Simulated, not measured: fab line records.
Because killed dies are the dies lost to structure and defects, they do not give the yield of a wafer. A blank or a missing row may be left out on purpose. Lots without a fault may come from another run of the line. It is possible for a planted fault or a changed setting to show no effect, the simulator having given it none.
Which tool was responsible? :: flow nand-harc :: 12 lots, 36 wafers sampled, at 5 steps of a route of 1302

## WHAT EACH GAUGE READ, for each wafer
NHARC_END_SORT_01. Usual: killed-at-array 61, standard deviation 23; killed-at-other 1.3, standard deviation 1.4; killed-at-periphery 4.0, standard deviation 2.6; killed-dies 66, standard deviation 22; killed-open 3.4, standard deviation 1.8; killed-short 2.3, standard deviation 1.4.
lot: L448
measured: day 31 13:34
on: prober-02
killed-at-array: 50 55 60
killed-at-other: 0 0 1
killed-at-periphery: 6 3 6
killed-dies: 56 58 67
killed-open: 5 3 4
killed-short: 3 3 2
flag: 

## WHAT TOOL EACH LOT RAN ON (gives the tool, then ch and the chambers of the sampled wafers, and finally the start)
lot: L431
NHARC_A_WL_FILL_ALD_02: ald-metal-01 ch 0,1,3, day 20 17:10
NHARC_A_WL_FILL_ALD_19: ald-metal-01 ch 0,1,2, day 21 11:30
NHARC_A_WL_FILL_CVD_20: cvd-w-01 ch 0,1, day 21 12:47 or earlier
NHARC_A_CONTACT_DEP_24: pecvd-03 ch 0,1,2, day 21 12:47

lot: L432
NHARC_A_WL_FILL_ALD_02: ald-metal-02 ch 0,1,3, day 20 17:15
NHARC_A_WL_FILL_ALD_19: ald-metal-02 ch 0,1,2, day 21 11:32
NHARC_A_WL_FILL_CVD_20: cvd-w-01 ch 0, day 21 12:55 or earlier
NHARC_A_CONTACT_DEP_24: pecvd-02 ch 1,2, day 21 12:55

lot: L433
NHARC_A_WL_FILL_ALD_02: ald-metal-03 ch 0,1,3, day 21 04:47
NHARC_A_WL_FILL_ALD_19: ald-metal-03 ch 1,2,3, day 21 21:13
NHARC_A_WL_FILL_CVD_20: cvd-w-01 ch 0,1, day 21 22:17 or earlier
NHARC_A_CONTACT_DEP_24: pecvd-03 ch 0,2, day 21 22:17

lot: L434
NHARC_A_WL_FILL_ALD_02: ald-metal-01 ch 1,2, day 22 00:31
NHARC_A_WL_FILL_ALD_19: ald-metal-03 ch 0,1,3, day 22 17:54
NHARC_A_WL_FILL_CVD_20: cvd-w-02 ch 0,1, day 22 18:52 or earlier
NHARC_A_CONTACT_DEP_24: pecvd-04 ch 1,2, day 22 18:52

lot: L435
NHARC_A_WL_FILL_ALD_02: ald-metal-03 ch 1,2,3, day 22 02:46
NHARC_A_WL_FILL_ALD_19: ald-metal-02 ch 0,2,3, day 22 17:53
NHARC_A_WL_FILL_CVD_20: cvd-w-01 ch 0,1, day 22 18:48 or earlier
NHARC_A_CONTACT_DEP_24: pecvd-02 ch 0,1,2, day 22 18:48

lot: L436
NHARC_A_WL_FILL_ALD_02: ald-metal-01 ch 0,2,3, day 22 17:59
NHARC_A_WL_FILL_ALD_19: ald-metal-02 ch 0,1,2, day 23 11:05
NHARC_A_WL_FILL_CVD_20: cvd-w-01 ch 0,1, day 23 12:00 or earlier
NHARC_A_CONTACT_DEP_24: pecvd-02 ch 0,1,2, day 23 12:00

lot: L438
NHARC_A_WL_FILL_ALD_02: ald-metal-02 ch 1,3, day 22 23:41
NHARC_A_WL_FILL_ALD_19: ald-metal-03 ch 0,1,3, day 23 19:12
NHARC_A_WL_FILL_CVD_20: cvd-w-02 ch 0,1, day 23 20:11 or earlier
NHARC_A_CONTACT_DEP_24: pecvd-04 ch 0,2, day 23 20:11

lot: L439
NHARC_A_WL_FILL_ALD_02: ald-metal-02 ch 1,2,3, day 23 19:50
NHARC_A_WL_FILL_ALD_19: ald-metal-02 ch 0,2,3, day 24 15:05
NHARC_A_WL_FILL_CVD_20: cvd-w-02 ch 0,1, day 24 15:59 or earlier
NHARC_A_CONTACT_DEP_24: pecvd-04 ch 0,1,2, day 24 15:59

lot: L440
NHARC_A_WL_FILL_ALD_02: ald-metal-01 ch 1,2,3, day 23 20:04
NHARC_A_WL_FILL_ALD_19: ald-metal-03 ch 1,2,3, day 24 12:16
NHARC_A_WL_FILL_CVD_20: cvd-w-02 ch 0,1, day 24 13:14 or earlier
NHARC_A_CONTACT_DEP_24: pecvd-04 ch 0,2, day 24 13:14

lot: L448
NHARC_A_WL_FILL_ALD_02: ald-metal-01 ch 0,1,2, day 27 11:17
NHARC_A_WL_FILL_ALD_19: ald-metal-02 ch 0,1,2, day 28 03:59
NHARC_A_WL_FILL_CVD_20: cvd-w-02 ch 0,1, day 28 04:57 or earlier
NHARC_A_CONTACT_DEP_24: pecvd-02 ch 0,1,2, day 28 04:57

lot: L450
NHARC_A_WL_FILL_ALD_02: ald-metal-03 ch 0,2,3, day 28 14:23
NHARC_A_WL_FILL_ALD_19: ald-metal-02 ch 0,2,3, day 29 07:07
NHARC_A_WL_FILL_CVD_20: cvd-w-01 ch 0,1, day 29 08:02 or earlier
NHARC_A_CONTACT_DEP_24: pecvd-02 ch 0,1, day 29 08:02

lot: L454
NHARC_A_WL_FILL_ALD_02: ald-metal-02 ch 0,1,2, day 29 14:23
NHARC_A_WL_FILL_ALD_19: ald-metal-03 ch 0,1,2, day 30 09:43
NHARC_A_WL_FILL_CVD_20: cvd-w-01 ch 0,1, day 30 10:41 or earlier
NHARC_A_CONTACT_DEP_24: pecvd-02 ch 0,2, day 30 10:41
- NHARC_A_WL_FILL_ALD_02: deposits TiN, target thk 2 nm, pulse time 3 s, ald cycles 100.
- NHARC_A_WL_FILL_ALD_19: deposits TiN, target thk 2 nm, pulse time 3 s, ald cycles 100.
- NHARC_A_WL_FILL_CVD_20: deposits W, target thk 100 nm, time 74 s.
- NHARC_A_CONTACT_DEP_24: deposits SiO2, target thk 500 nm.

## WHAT THE TOOLS THEMSELVES READ (means of the sampled wafers that have a number; where no wafer has one, the mark that the record gives instead)
NHARC_A_WL_FILL_ALD_02. Usual: heater-power-outer-w 696 W, standard deviation 85; heater-power-w 1097 W, standard deviation 110; precursor-pulse-height-rel 1.000, standard deviation 0.019.
lot: L431
tool: ald-metal-01
heater-power-outer-w (W): 654
heater-power-w (W): 1091
precursor-pulse-height-rel: 0.990
flag: 

lot: L432
tool: ald-metal-02
heater-power-outer-w (W): 721
heater-power-w (W): 1161
precursor-pulse-height-rel: 1.015
flag: 

lot: L433
tool: ald-metal-03
heater-power-outer-w (W): 759
heater-power-w (W): 1138
precursor-pulse-height-rel: 1.007
flag: 

lot: L434
tool: ald-metal-01
heater-power-outer-w (W): 613
heater-power-w (W): 966
precursor-pulse-height-rel: 0.996
flag: 

lot: L435
tool: ald-metal-03
heater-power-outer-w (W): 744
heater-power-w (W): 1115
precursor-pulse-height-rel: 1.009
flag: 

lot: L436
tool: ald-metal-01
heater-power-outer-w (W): 648
heater-power-w (W): 1047
precursor-pulse-height-rel: 1.013
flag: 

lot: L438
tool: ald-metal-02
heater-power-outer-w (W): 717
heater-power-w (W): 1127
precursor-pulse-height-rel: 0.994
flag: 

lot: L439
tool: ald-metal-02
heater-power-outer-w (W): 671
heater-power-w (W): 1062
precursor-pulse-height-rel: 0.998
flag: 

lot: L440
tool: ald-metal-01
heater-power-outer-w (W): 647
heater-power-w (W): 1023
precursor-pulse-height-rel: 1.027
flag: 

lot: L448
tool: ald-metal-01
heater-power-outer-w (W): 645
heater-power-w (W): 1031
precursor-pulse-height-rel: 0.983
flag: 

lot: L450
tool: ald-metal-03
heater-power-outer-w (W): 713
heater-power-w (W): 1081
precursor-pulse-height-rel: 1.007
flag: 

lot: L454
tool: ald-metal-02
heater-power-outer-w (W): 653
heater-power-w (W): 1048
precursor-pulse-height-rel: 1.002
flag: 

NHARC_A_WL_FILL_ALD_19. Usual: heater-power-outer-w 696 W, standard deviation 98; heater-power-w 1105 W, standard deviation 130; precursor-pulse-height-rel 0.998, standard deviation 0.02.
lot: L431
tool: ald-metal-01
heater-power-outer-w (W): 611
heater-power-w (W): 989
precursor-pulse-height-rel: 0.977
flag: 

lot: L432
tool: ald-metal-02
heater-power-outer-w (W): 669
heater-power-w (W): 1070
precursor-pulse-height-rel: 0.985
flag: 

lot: L433
tool: ald-metal-03
heater-power-outer-w (W): 750
heater-power-w (W): 1125
precursor-pulse-height-rel: 0.994
flag: 

lot: L434
tool: ald-metal-03
heater-power-outer-w (W): 738
heater-power-w (W): 1132
precursor-pulse-height-rel: 0.998
flag: 

lot: L435
tool: ald-metal-02
heater-power-outer-w (W): 753
heater-power-w (W): 1205
precursor-pulse-height-rel: 0.995
flag: 

lot: L436
tool: ald-metal-02
heater-power-outer-w (W): 675
heater-power-w (W): 1089
precursor-pulse-height-rel: 0.994
flag: 

lot: L438
tool: ald-metal-03
heater-power-outer-w (W): 751
heater-power-w (W): 1116
precursor-pulse-height-rel: 1.008
flag: 

lot: L439
tool: ald-metal-02
heater-power-outer-w (W): 764
heater-power-w (W): 1215
precursor-pulse-height-rel: 0.999
flag: 

lot: L440
tool: ald-metal-03
heater-power-outer-w (W): 746
heater-power-w (W): 1126
precursor-pulse-height-rel: 0.979
flag: 

lot: L448
tool: ald-metal-02
heater-power-outer-w (W): 655
heater-power-w (W): 1048
precursor-pulse-height-rel: 0.987
flag: 

lot: L450
tool: ald-metal-02
heater-power-outer-w (W): 753
heater-power-w (W): 1205
precursor-pulse-height-rel: 0.991
flag: 

lot: L454
tool: ald-metal-03
heater-power-outer-w (W): 732
heater-power-w (W): 1172
precursor-pulse-height-rel: 1.010
flag: 

NHARC_A_WL_FILL_CVD_20. Usual: heater-power-outer-w 573 W, standard deviation 52; heater-power-w 895 W, standard deviation 59; throttle-valve-pct 7.99 %, standard deviation 0.18.
lot: L431
tool: cvd-w-01
heater-power-outer-w (W): 521
heater-power-w (W): 850
throttle-valve-pct (%): 8.04
flag: 

lot: L432
tool: cvd-w-01
heater-power-outer-w (W): 556
heater-power-w (W): 876
throttle-valve-pct (%): 8.07
flag: 

lot: L433
tool: cvd-w-01
heater-power-outer-w (W): 540
heater-power-w (W): 860
throttle-valve-pct (%): 8.00
flag: 

lot: L434
tool: cvd-w-02
heater-power-outer-w (W): 620
heater-power-w (W): 959
throttle-valve-pct (%): 7.85
flag: 

lot: L435
tool: cvd-w-01
heater-power-outer-w (W): 540
heater-power-w (W): 879
throttle-valve-pct (%): 7.92
flag: 

lot: L436
tool: cvd-w-01
heater-power-outer-w (W): 538
heater-power-w (W): 879
throttle-valve-pct (%): 8.05
flag: 

lot: L438
tool: cvd-w-02
heater-power-outer-w (W): 630
heater-power-w (W): 947
throttle-valve-pct (%): 7.97
flag: 

lot: L439
tool: cvd-w-02
heater-power-outer-w (W): 624
heater-power-w (W): 967
throttle-valve-pct (%): 8.11
flag: 

lot: L440
tool: cvd-w-02
heater-power-outer-w (W): 617
heater-power-w (W): 921
throttle-valve-pct (%): 8.13
flag: 

lot: L448
tool: cvd-w-02
heater-power-outer-w (W): 624
heater-power-w (W): 946
throttle-valve-pct (%): 8.05
flag: 

lot: L450
tool: cvd-w-01
heater-power-outer-w (W): 539
heater-power-w (W): 851
throttle-valve-pct (%): 8.04
flag: 

lot: L454
tool: cvd-w-01
heater-power-outer-w (W): 515
heater-power-w (W): 836
throttle-valve-pct (%): 8.11
flag: 

NHARC_A_CONTACT_DEP_24. Usual: flow-sccm 2650 sccm, standard deviation 8.3; heater-power-outer-w 309 W, standard deviation 53; heater-power-w 548 W, standard deviation 61; mfc-precursor-sccm 161.5 sccm, standard deviation 0.53; throttle-valve-pct 15.7 %, standard deviation 0.65.
lot: L431
tool: pecvd-03
flow-sccm (sccm): 2644
heater-power-outer-w (W): 326
heater-power-w (W): 556
mfc-precursor-sccm (sccm): 162.3
throttle-valve-pct (%): 15.5
flag: 

lot: L432
tool: pecvd-02
flow-sccm (sccm): 2649
heater-power-outer-w (W): 276
heater-power-w (W): 511
mfc-precursor-sccm (sccm): 161.3
throttle-valve-pct (%): 15.0
flag: 

lot: L433
tool: pecvd-03
flow-sccm (sccm): 2646
heater-power-outer-w (W): 355
heater-power-w (W): 588
mfc-precursor-sccm (sccm): 161.7
throttle-valve-pct (%): 15.2
flag: 

lot: L434
tool: pecvd-04
flow-sccm (sccm): 2659
heater-power-outer-w (W): 309
heater-power-w (W): 602
mfc-precursor-sccm (sccm): 161.9
throttle-valve-pct (%): 15.7
flag: 

lot: L435
tool: pecvd-02
flow-sccm (sccm): 2653
heater-power-outer-w (W): 264
heater-power-w (W): 489
mfc-precursor-sccm (sccm): 161.2
throttle-valve-pct (%): 15.5
flag: 

lot: L436
tool: pecvd-02
flow-sccm (sccm): 2653
heater-power-outer-w (W): 253
heater-power-w (W): 475
mfc-precursor-sccm (sccm): 161.8
throttle-valve-pct (%): 15.6
flag: 

lot: L438
tool: pecvd-04
flow-sccm (sccm): 2654
heater-power-outer-w (W): 262
heater-power-w (W): 499
mfc-precursor-sccm (sccm): 162.1
throttle-valve-pct (%): 16.4
flag: 

lot: L439
tool: pecvd-04
flow-sccm (sccm): 2655
heater-power-outer-w (W): 322
heater-power-w (W): 576
mfc-precursor-sccm (sccm): 161.8
throttle-valve-pct (%): 16.2
flag: 

lot: L440
tool: pecvd-04
flow-sccm (sccm): 2652
heater-power-outer-w (W): 328
heater-power-w (W): 553
mfc-precursor-sccm (sccm): 161.4
throttle-valve-pct (%): 16.6
flag: 

lot: L448
tool: pecvd-02
flow-sccm (sccm): 2645
heater-power-outer-w (W): 279
heater-power-w (W): 504
mfc-precursor-sccm (sccm): 161.3
throttle-valve-pct (%): 15.3
flag: 

lot: L450
tool: pecvd-02
flow-sccm (sccm): 2645
heater-power-outer-w (W): 310
heater-power-w (W): 526
mfc-precursor-sccm (sccm): 161.3
throttle-valve-pct (%): 15.8
flag: 

lot: L454
tool: pecvd-02
flow-sccm (sccm): 2644
heater-power-outer-w (W): 316
heater-power-w (W): 541
mfc-precursor-sccm (sccm): 161.4
throttle-valve-pct (%): 16.0
flag: 

## THE ANSWER, worked out from the rows above alone
Rule: lot off if the mean of its wafers having a number is beyond 3 standard deviations from the usual mean. A lot without any number at a reading at which 4 lots or more have one is off too. Where the step has rows for the other lots, those lots are counted as sound. First the gauges in route order, then the tools' own readings, where a lot's mean is used as printed above. At the first step where some lot is off, the reading lying furthest off is the one used; lots without a number count as furthest.
Across all readings shown, no lot is off: no conclusion can be drawn from this.

## WHAT THE SIMULATOR HAD INSERTED
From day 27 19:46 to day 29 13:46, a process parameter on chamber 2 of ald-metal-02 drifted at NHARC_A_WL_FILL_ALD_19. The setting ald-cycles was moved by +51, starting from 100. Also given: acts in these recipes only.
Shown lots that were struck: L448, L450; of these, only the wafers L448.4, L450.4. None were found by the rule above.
